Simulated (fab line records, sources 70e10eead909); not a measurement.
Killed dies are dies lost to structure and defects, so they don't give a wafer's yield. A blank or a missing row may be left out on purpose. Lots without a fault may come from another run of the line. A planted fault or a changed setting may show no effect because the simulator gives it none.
Which tool did it? | flow nand_harc | 12 lots, 36 wafers sampled, at 6 steps of a route of 1302

WHAT THE GAUGES READ, wafer by wafer
NHARC_A_CHANNEL_FILL_D1_INSPECT_13.
lot  | measured     | on                | raw_defect_count
L802 | day 11 20:31 | defect_inspect-01 | 383 163 176
L804 | day 12 13:16 | defect_inspect-01 | 237 263 265
L805 | day 12 13:15 | defect_inspect-02 | 308 282 147
L809 | day 14 09:39 | defect_inspect-02 | 314 215 144
L808 | day 14 09:38 | defect_inspect-01 | 310 288 235
L810 | day 15 00:15 | defect_inspect-01 | 345 166 158
L814 | day 17 03:06 | defect_inspect-02 | 367 200 409
L815 | day 17 03:05 | defect_inspect-02 | 407 354 328
L816 | day 17 15:38 | defect_inspect-01 | 249 332 187
L820 | day 19 11:41 | defect_inspect-01 | 369 331 328
L822 | day 20 00:00 | defect_inspect-02 | 299 145 191
L823 | day 20 13:07 | defect_inspect-02 | 203 215 204

NHARC_A_ONON_D2_THK_MEAS_14: measures by ellipsometry.
lot  | measured     | on            | thk_nm (nm)
L802 | day 13 12:14 | film_metro-01 | 1012 1013 1012
L804 | day 14 00:53 | film_metro-02 | 1005 1005 1007
L805 | day 14 00:44 | film_metro-01 | 1006 1005 1006
L809 | day 15 20:53 | film_metro-01 | 1002 1003 1003
L808 | day 15 20:41 | film_metro-01 | 998 999 998
L810 | day 16 14:37 | film_metro-01 | 1003 1002 1003
L814 | day 18 18:46 | film_metro-01 | 985 985 985
L815 | day 18 18:46 | film_metro-02 | 1539 994 1540
L816 | day 19 05:23 | film_metro-01 | 996 1543 995
L820 | day 20 23:02 | film_metro-02 | 1025 1022 1025
L822 | day 21 12:46 | film_metro-01 | 1013 1015 1014
L823 | day 22 12:07 | film_metro-01 | 1003 1001 1000

NHARC_END_SORT_01.
lot  | measured     | on        | killed_at_array | killed_at_other | killed_at_periphery | killed_dies | killed_open | killed_short
L810 | day 28 01:10 | prober-01 | 58 67 52        | 2 2 2           | 5 6 3               | 65 75 57    | 3 3 2       | 2 1 2
L815 | day 30 17:17 | prober-02 | 676 50 674      | 0 0 1           | 1 2 2               | 677 52 677  | 3 4 3       | 3 3 2
L816 | day 31 15:49 | prober-02 | 75 673 69       | 0 0 0           | 5 4 7               | 80 677 76   | 1 5 6       | 3 3 0

WHICH TOOL RAN EACH LOT (tool, then ch and the chambers of the sampled wafers, then the start)
lot  | NHARC_A_CHANNEL_FILL_D1_ETCHBACK_19 | NHARC_A_CHANNEL_FILL_D1_ETCHBACK_20 | NHARC_A_ONON_D2_DEP_12
L802 | rie_si-01 ch 0,2, day 10 18:32      | rie_diel-09 ch 0,1,2, day 10 18:40  | pecvd_onon-01 ch 0, day 13 11:43
L804 | rie_si-02 ch 1,2,3, day 11 13:32    | rie_diel-09 ch 1,3, day 11 13:39    | pecvd_onon-01 ch 0, day 14 00:29
L805 | rie_si-01 ch 0,3, day 11 13:33      | rie_diel-11 ch 0,3, day 11 13:41    | pecvd_onon-02 ch 0, day 14 00:13
L809 | rie_si-02 ch 0,2,3, day 13 09:20    | rie_diel-11 ch 0,2,3, day 13 09:28  | pecvd_onon-01 ch 0, day 15 20:22
L808 | rie_si-03 ch 0,3, day 13 09:20      | rie_diel-09 ch 0,3, day 13 09:28    | pecvd_onon-04 ch 0, day 15 20:17
L810 | rie_si-03 ch 1,2,3, day 13 22:43    | rie_diel-13 ch 0,2,3, day 13 22:53  | pecvd_onon-01 ch 0, day 16 14:10
L814 | rie_si-02 ch 0,1,2, day 16 02:23    | rie_diel-09 ch 0,1,2, day 16 02:34  | pecvd_onon-02 ch 0, day 18 18:22
L815 | rie_si-01 ch 0,2,3, day 16 02:24    | rie_diel-11 ch 0,1,2, day 16 02:33  | pecvd_onon-01 ch 0, day 18 18:22
L816 | rie_si-03 ch 1,2,3, day 16 16:03    | rie_diel-09 ch 0,1,3, day 16 16:13  | pecvd_onon-01 ch 0, day 19 04:56
L820 | rie_si-02 ch 1,2, day 18 11:21      | rie_diel-09 ch 0,1,3, day 18 11:31  | pecvd_onon-04 ch 0, day 20 22:40
L822 | rie_si-01 ch 0,1,2, day 19 00:13    | rie_diel-13 ch 1,2,3, day 19 00:21  | pecvd_onon-02 ch 0, day 21 12:16
L823 | rie_si-01 ch 0,1,2, day 19 13:19    | rie_diel-11 ch 2,3, day 19 13:26    | pecvd_onon-02 ch 0, day 22 11:36
- NHARC_A_CHANNEL_FILL_D1_ETCHBACK_19: etches the open film in HBr/Cl2, target depth 5 nm, time 1.7 s.
- NHARC_A_CHANNEL_FILL_D1_ETCHBACK_20: etches the open film in C4F8/O2/Ar, target depth 27 nm, time 13.5 s.
- NHARC_A_ONON_D2_DEP_12: target thk 1000 nm.

WHAT THE TOOLS THEMSELVES READ (means of the sampled wafers that have a number; where no wafer has one, the mark that the record gives instead)
NHARC_A_CHANNEL_FILL_D1_ETCHBACK_19.
lot  | tool      | drypump_motor_current_A (A) | hbr_flow_sccm (sccm) | mfc_cl2_sccm (sccm) | oes_product_au (a.u.) | throttle_valve_pct (%)
L802 | rie_si-01 | 6.3                         | 150.2                | 50.03               | 0.988                 | 26.395
L804 | rie_si-02 | 6.0                         | 150.1                | 50.02               | 0.991                 | 26.407
L805 | rie_si-01 | 6.2                         | 149.8                | 49.95               | 0.997                 | 26.400
L809 | rie_si-02 | 6.3                         | 149.5                | 49.96               | 1.002                 | 26.400
L808 | rie_si-03 | 5.3                         | 149.9                | 50.03               | 0.983                 | 26.416
L810 | rie_si-03 | 5.5                         | 150.2                | 49.97               | 0.987                 | 26.408
L814 | rie_si-02 | 5.9                         | 150.1                | 49.90               | 0.991                 | 26.406
L815 | rie_si-01 | 6.2                         | 149.7                | 50.00               | 1.001                 | 26.400
L816 | rie_si-03 | 5.5                         | 150.0                | 49.93               | 0.989                 | 26.404
L820 | rie_si-02 | 5.7                         | 149.8                | 50.14               | 0.994                 | 26.408
L822 | rie_si-01 | 5.9                         | 150.2                | 50.06               | 1.002                 | 26.399
L823 | rie_si-01 | 5.9                         | 149.4                | 49.95               | 0.993                 | 26.400

NHARC_A_CHANNEL_FILL_D1_ETCHBACK_20.
lot  | tool        | oes_product_au (a.u.) | rf_vpp_V (V)
L802 | rie_diel-09 | 1.01                  | 975
L804 | rie_diel-09 | 0.99                  | 979
L805 | rie_diel-11 | 0.92                  | 985
L809 | rie_diel-11 | 0.99                  | 985
L808 | rie_diel-09 | 0.98                  | 973
L810 | rie_diel-13 | 0.92                  | 979
L814 | rie_diel-09 | 0.99                  | 976
L815 | rie_diel-11 | 0.93                  | 980
L816 | rie_diel-09 | 0.99                  | 974
L820 | rie_diel-09 | 0.93                  | 975
L822 | rie_diel-13 | 0.97                  | 978
L823 | rie_diel-11 | 1.01                  | 987

THE ANSWER, worked out from the rows above alone
Rule: what is usual is taken from the lots themselves. Put in order of their means at a reading, lots are off if they are a third of the lots or fewer, leave a main group of 4 or more, and stand apart from it by a gap of 3 or more times the standard deviation of the main group's means; of several such gaps the widest counts. A main group whose means are all the same, to the digits that the tables above print for the reading, isn't used. A lot without any number at a reading at which 4 lots or more have one is off too. The other lots that the step has rows for count as sound. The gauges are gone through in route order, then the tools' own readings, and for those a lot's mean is taken as printed above. The first step at which some lot is off is used, and at that step the reading that is off furthest; a lot without a number counts as furthest.
Off: L815, L816, at NHARC_A_ONON_D2_THK_MEAS_14 (thk_nm). The main group: mean 1005 nm, standard deviation 9.8.
A tool fits if, at a process step before that reading, it ran every lot that is off, and no sound lot after the first of them. The gauges at NHARC_A_ONON_D2_THK_MEAS_14 are tried like those tools. One fits: pecvd_onon-01 at NHARC_A_ONON_D2_DEP_12. Its last sound lot is L810 (day 16 14:10), its first lot that is off L815 (day 18 18:22): a fault that began between those two fits.

WHAT THE SIMULATOR HAD PUT IN
Process parameter drift: pecvd_onon-01, from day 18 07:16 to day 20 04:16, at NHARC_A_ONON_D2_DEP_12. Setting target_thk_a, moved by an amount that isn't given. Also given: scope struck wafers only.
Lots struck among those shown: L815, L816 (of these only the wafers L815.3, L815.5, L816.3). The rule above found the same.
